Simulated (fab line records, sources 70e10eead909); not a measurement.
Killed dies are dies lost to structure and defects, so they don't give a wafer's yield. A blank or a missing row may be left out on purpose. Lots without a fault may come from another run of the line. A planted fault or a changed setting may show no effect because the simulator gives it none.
Which tool did it? | flow nand_harc | 24 lots, 72 wafers sampled, at 5 steps of a route of 1302

WHAT THE GAUGES READ, wafer by wafer
NHARC_P_BONDPAD_CD_MEAS_09: target cd 500 nm. Usual: cd_nm 501.2 nm, standard deviation 2.
lot  | measured     | on        | cd_nm (nm)        | flag
L074 | day 6 16:56  | cd_sem-02 | 503.3 502.3 505.0 |
L075 | day 6 17:41  | cd_sem-03 | 499.6 499.0 498.4 |
L076 | day 7 05:56  | cd_sem-01 | 499.8 499.8 501.4 |
L077 | day 7 18:29  | cd_sem-03 | 502.8 504.0 504.2 |
L078 | day 8 04:26  | cd_sem-02 | 505.5 504.9 500.3 |
L079 | day 8 15:22  | cd_sem-01 | 500.6 499.1 501.3 |
L080 | day 9 03:07  | cd_sem-02 | 501.4 502.0 500.1 |
L081 | day 9 09:03  | cd_sem-02 | 501.4 497.8 498.5 |
L082 | day 10 01:08 | cd_sem-03 | 499.6 502.8 501.2 |
L083 | day 10 06:24 | cd_sem-02 | 501.6 499.0 499.2 |
L084 | day 10 23:01 | cd_sem-03 | 499.1 500.7 500.8 |
L085 | day 11 01:11 | cd_sem-01 | 501.9 501.4 500.0 |
L086 | day 11 12:16 | cd_sem-03 | 500.2 500.1 503.5 |
L087 | day 11 23:57 | cd_sem-02 | 499.4 496.9 498.6 |
L088 | day 12 17:56 | cd_sem-01 | 501.3 505.1 504.3 |
L089 | day 12 18:43 | cd_sem-03 | 502.1 502.7 499.7 |
L090 | day 13 11:51 | cd_sem-03 | 504.5 500.8 499.3 |
L091 | day 13 21:16 | cd_sem-03 | 499.5 499.8 503.6 |
L092 | day 13 21:26 | cd_sem-02 | 503.7 502.4 502.5 |
L093 | day 14 10:37 | cd_sem-03 | 498.5 504.0 500.8 |
L094 | day 14 23:31 | cd_sem-02 | 500.4 500.3 499.8 |
L095 | day 15 06:35 | cd_sem-02 | 502.7 500.9 501.1 |
L097 | day 16 11:47 | cd_sem-02 | 503.2 500.2 503.8 |
L096 | day 16 12:04 | cd_sem-01 | 498.8 499.7 504.3 |

NHARC_A_ONON_D1_THK_MEAS_21: measures by ellipsometry. Usual: thk_nm 997 nm, standard deviation 10.
lot  | measured     | on            | thk_nm (nm)    | flag
L074 | day 8 07:15  | film_metro-01 | 987 985 983    |
L075 | day 8 07:16  | film_metro-02 | 989 988 987    |
L076 | day 8 20:35  | film_metro-01 | 985 984 986    |
L077 | day 9 10:47  | film_metro-01 | 991 995 993    |
L078 | day 9 20:19  | film_metro-01 | 1001 1000 1001 |
L079 | day 10 04:37 | film_metro-01 | 996 998 995    |
L080 | day 10 17:34 | film_metro-01 | 994 993 994    |
L081 | day 10 23:47 | film_metro-01 | 1009 1008 1010 |
L082 | day 11 14:53 | film_metro-01 | 1004 1002 1002 |
L083 | day 11 19:44 | film_metro-02 | 999 998 997    |
L084 | day 12 11:58 | film_metro-01 | 991 990 989    |
L085 | day 12 11:59 | film_metro-02 | 983 982 984    |
L086 | day 13 03:05 | film_metro-02 | 1007 1010 1007 |
L087 | day 13 21:21 | film_metro-01 | 1009 1008 1007 |
L088 | day 14 11:14 | film_metro-02 | 1002 1004 1003 |
L089 | day 14 11:14 | film_metro-01 | 997 998 996    |
L090 | day 15 01:32 | film_metro-02 | 1006 1007 1008 |
L091 | day 15 11:02 | film_metro-02 | 995 996 993    |
L092 | day 15 11:01 | film_metro-01 | 1012 1011 1013 |
L093 | day 15 23:22 | film_metro-01 | 978 977 976    |
L094 | day 16 14:03 | film_metro-01 | 982 983 983    |
L095 | day 16 19:36 | film_metro-01 | 1017 1015 1015 |
L097 | day 18 00:28 | film_metro-02 | 1006 1006 1004 |
L096 | day 18 00:28 | film_metro-01 | 998 997 999    |

NHARC_A_ONON_D1_INSPECT_32. Usual: raw_defect_count 75, standard deviation 30.
lot  | measured     | on                | raw_defect_count | flag
L074 | day 8 09:29  | defect_inspect-01 | 79 52 96         |
L075 | day 8 09:30  | defect_inspect-02 | 84 55 60         |
L076 | day 8 22:49  | defect_inspect-01 | 135 113 54       |
L077 | day 9 13:02  | defect_inspect-02 | 63 57 70         |
L078 | day 9 22:33  | defect_inspect-01 | 93 80 48         |
L079 | day 10 06:53 | defect_inspect-01 | 82 100 94        |
L080 | day 10 19:50 | defect_inspect-02 | 93 67 77         |
L081 | day 11 02:02 | defect_inspect-02 | 62 42 96         |
L082 | day 11 17:08 | defect_inspect-02 | 46 47 50         |
L083 | day 11 22:00 | defect_inspect-02 | 57 28 59         |
L084 | day 12 14:13 | defect_inspect-01 | 37 50 70         |
L085 | day 12 14:29 | defect_inspect-01 | 71 99 105        |
L086 | day 13 05:20 | defect_inspect-01 | 83 70 76         |
L087 | day 13 23:36 | defect_inspect-02 | 83 72 58         |
L088 | day 14 13:29 | defect_inspect-01 | 88 155 124       |
L089 | day 14 13:29 | defect_inspect-02 | 62 39 71         |
L090 | day 15 03:47 | defect_inspect-02 | 44 76 48         |
L091 | day 15 13:16 | defect_inspect-02 | 60 73 68         |
L092 | day 15 13:25 | defect_inspect-01 | 30 88 60         |
L093 | day 16 01:36 | defect_inspect-02 | 85 71 61         |
L094 | day 16 16:18 | defect_inspect-02 | 95 83 63         |
L095 | day 16 21:55 | defect_inspect-02 | 62 94 50         |
L097 | day 18 02:41 | defect_inspect-02 | 99 44 76         |
L096 | day 18 02:42 | defect_inspect-01 | 90 59 44         |

NHARC_A_CHANNEL_HOLE_D1_CD_MEAS_10: target cd 100 nm. Usual: cd_nm 100.1 nm, standard deviation 0.51.
lot  | measured     | on        | cd_nm (nm)        | flag
L074 | day 8 12:12  | cd_sem-01 | 100.1 100.6 101.1 |
L075 | day 8 12:22  | cd_sem-03 | 100.3 100.9 100.3 |
L076 | day 9 05:34  | cd_sem-03 | 99.5 99.5 100.4   |
L077 | day 9 16:08  | cd_sem-03 | 100.3 99.6 99.5   |
L078 | day 10 01:10 | cd_sem-02 | 99.7 100.4 99.7   |
L079 | day 10 10:43 | cd_sem-02 | 100.0 101.0 99.7  |
L080 | day 11 01:05 | cd_sem-03 | 100.1 101.1 100.8 |
L081 | day 11 07:11 | cd_sem-01 | 100.3 100.6 100.6 |
L082 | day 11 21:36 | cd_sem-02 | 99.7 101.1 100.1  |
L083 | day 12 00:38 | cd_sem-02 | 99.6 99.1 99.5    |
L084 | day 12 16:49 | cd_sem-01 | 100.6 100.3 100.0 |
L085 | day 12 18:08 | cd_sem-01 | 99.8 100.4 100.0  |
L086 | day 13 08:07 | cd_sem-03 | 100.2 100.6 100.2 |
L087 | day 14 03:20 | cd_sem-01 | 99.9 99.8 100.1   |
L088 | day 14 16:20 | cd_sem-01 | 100.2 100.1 100.6 |
L089 | day 14 16:11 | cd_sem-02 | 100.2 100.6 99.6  |
L090 | day 15 07:04 | cd_sem-03 | 100.2 101.3 100.0 |
L091 | day 15 15:55 | cd_sem-03 | 99.8 100.0 100.3  |
L092 | day 15 16:09 | cd_sem-01 | 100.4 100.2 101.0 |
L093 | day 16 08:13 | cd_sem-02 | 100.8 100.1 100.9 |
L094 | day 16 21:20 | cd_sem-02 | 100.0 99.7 100.1  |
L095 | day 17 05:46 | cd_sem-02 | 99.7 99.5 100.2   |
L097 | day 18 05:56 | cd_sem-02 | 100.4 100.3 100.1 |
L096 | day 18 06:07 | cd_sem-02 | 99.5 100.2 100.0  |

WHICH TOOL RAN EACH LOT (tool, then ch and the chambers of the sampled wafers, then the start)
lot  | NHARC_A_CHANNEL_HOLE_D1_DEP_01
L074 | pecvd-03 ch 0,2, day 8 11:29
L075 | pecvd-04 ch 1,2, day 8 11:32
L076 | pecvd-02 ch 1,2, day 9 04:54
L077 | pecvd-02 ch 1,2, day 9 15:34
L078 | pecvd-02 ch 1,2, day 10 00:36
L079 | pecvd-03 ch 0,1,2, day 10 09:59
L080 | pecvd-03 ch 0,1, day 11 00:23
L081 | pecvd-02 ch 0,1,2, day 11 06:28
L082 | pecvd-02 ch 0,1,2, day 11 21:02
L083 | pecvd-03 ch 0,1,2, day 12 00:02
L084 | pecvd-03 ch 0,1,2, day 12 16:16
L085 | pecvd-02 ch 0,1,2, day 12 17:29
L086 | pecvd-04 ch 0,1,2, day 13 07:25
L087 | pecvd-02 ch 0,1,2, day 14 02:38
L088 | pecvd-03 ch 0,1,2, day 14 15:31
L089 | pecvd-02 ch 1,2, day 14 15:28
L090 | pecvd-02 ch 0,2, day 15 06:23
L091 | pecvd-04 ch 0,2, day 15 15:18
L092 | pecvd-02 ch 1,2, day 15 15:26
L093 | pecvd-02 ch 0,2, day 16 07:29
L094 | pecvd-02 ch 0,1, day 16 20:44
L095 | pecvd-02 ch 0,2, day 17 05:02
L097 | pecvd-03 ch 1,2, day 18 05:14
L096 | pecvd-04 ch 0,1,2, day 18 05:25
- NHARC_A_CHANNEL_HOLE_D1_DEP_01: deposits SiON, target thk 140 nm.

WHAT THE TOOLS THEMSELVES READ (means of the sampled wafers that have a number; where no wafer has one, the mark that the record gives instead)
NHARC_A_CHANNEL_HOLE_D1_DEP_01. Usual: heater_power_w 713 W, standard deviation 83.
lot  | tool     | heater_power_w (W) | flag
L074 | pecvd-03 | 653                |
L075 | pecvd-04 | 775                |
L076 | pecvd-02 | 739                |
L077 | pecvd-02 | 703                |
L078 | pecvd-02 | 636                |
L079 | pecvd-03 | 770                |
L080 | pecvd-03 | 848                |
L081 | pecvd-02 | 723                |
L082 | pecvd-02 | 679                |
L083 | pecvd-03 | 704                |
L084 | pecvd-03 | 730                |
L085 | pecvd-02 | 702                |
L086 | pecvd-04 | 704                |
L087 | pecvd-02 | 691                |
L088 | pecvd-03 | 741                |
L089 | pecvd-02 | 699                |
L090 | pecvd-02 | 743                |
L091 | pecvd-04 | 640                |
L092 | pecvd-02 | 695                |
L093 | pecvd-02 | 714                |
L094 | pecvd-02 | 725                |
L095 | pecvd-02 | 670                |
L097 | pecvd-03 | 751                |
L096 | pecvd-04 | 742                |

THE ANSWER, worked out from the rows above alone
Rule: a lot is off if the mean of its wafers that have a number lies more than 3 standard deviations from the usual mean. A lot without any number at a reading at which 4 lots or more have one is off too. The other lots that the step has rows for count as sound. The gauges are gone through in route order, then the tools' own readings, and for those a lot's mean is taken as printed above. The first step at which some lot is off is used, and at that step the reading that is off furthest; a lot without a number counts as furthest.
No lot is off at any reading shown: from this, nothing can be told.

WHAT THE SIMULATOR HAD PUT IN
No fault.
